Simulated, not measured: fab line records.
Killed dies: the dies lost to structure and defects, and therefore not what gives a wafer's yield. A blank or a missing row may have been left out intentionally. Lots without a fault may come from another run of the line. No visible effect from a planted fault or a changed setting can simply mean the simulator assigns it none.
Matching of chambers || flow n5 finfet || N5_STI_FIN_REVEAL_ALD_00 on ald sin-01: 4 sister chambers
The step deposits SiO2, target thk 1 nm, pulse time 1 s. 8 wafers are shown with their chamber, then 7 later ones without.

== EACH WAFER AND ITS CHAMBER ==
{"wafer": "L074.6", "chamber": 2, "heater power outer w (W)": 277, "heater power w (W)": 459}
{"wafer": "L082.1", "chamber": 3, "heater power outer w (W)": 223, "heater power w (W)": 425}
{"wafer": "L082.6", "chamber": 1, "heater power outer w (W)": 318, "heater power w (W)": 536}
{"wafer": "L083.1", "chamber": 3, "heater power outer w (W)": 226, "heater power w (W)": 422}
{"wafer": "L083.2", "chamber": 0, "heater power outer w (W)": 218, "heater power w (W)": 411}
{"wafer": "L083.4", "chamber": 1, "heater power outer w (W)": 319, "heater power w (W)": 543}
{"wafer": "L090.1", "chamber": 0, "heater power outer w (W)": 196, "heater power w (W)": 384}
{"wafer": "L090.3", "chamber": 2, "heater power outer w (W)": 291, "heater power w (W)": 481}

== WAFERS WITH NO CHAMBER GIVEN ==
{"wafer": "L090.6", "heater power outer w (W)": 283, "heater power w (W)": 475}
{"wafer": "L091.4", "heater power outer w (W)": 198, "heater power w (W)": 379}
{"wafer": "L091.5", "heater power outer w (W)": 202, "heater power w (W)": 385}
{"wafer": "L091.6", "heater power outer w (W)": 210, "heater power w (W)": 409}
{"wafer": "L097.1", "heater power outer w (W)": 288, "heater power w (W)": 480}
{"wafer": "L097.4", "heater power outer w (W)": 210, "heater power w (W)": 403}
{"wafer": "L097.5", "heater power outer w (W)": 294, "heater power w (W)": 478}

== CHAMBER TAKEN BY EACH ==
{"wafer": "L090.6", "from the rows above": 2, "in truth": 2}
{"wafer": "L091.4", "from the rows above": 0, "in truth": 0}
{"wafer": "L091.5", "from the rows above": 0, "in truth": 0}
{"wafer": "L091.6", "from the rows above": "can't be placed: 0 or 3", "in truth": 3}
{"wafer": "L097.1", "from the rows above": 2, "in truth": 2}
{"wafer": "L097.4", "from the rows above": "can't be placed: 0 or 3", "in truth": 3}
{"wafer": "L097.5", "from the rows above": 2, "in truth": 2}
Correct placement for 5 of the 7. Not placeable from these rows: 2 (in 2, the candidates include the true chamber). 0 placed wrongly.
How it was worked out, from the rows above alone: a wafer's distance from a chamber is the root of the sum, over the readings, of the square of ((its reading less the chamber's mean) divided by the reading's scatter). The wafer belongs to the nearest chamber; if the next one is less than 2 further off, it can't be placed. The mean given for a chamber averages the wafers shown for that chamber. How the scatter is found: for the shown wafers, subtract from each reading the mean of its chamber, square and add these, divide the total by (wafers less chambers), then take the root.
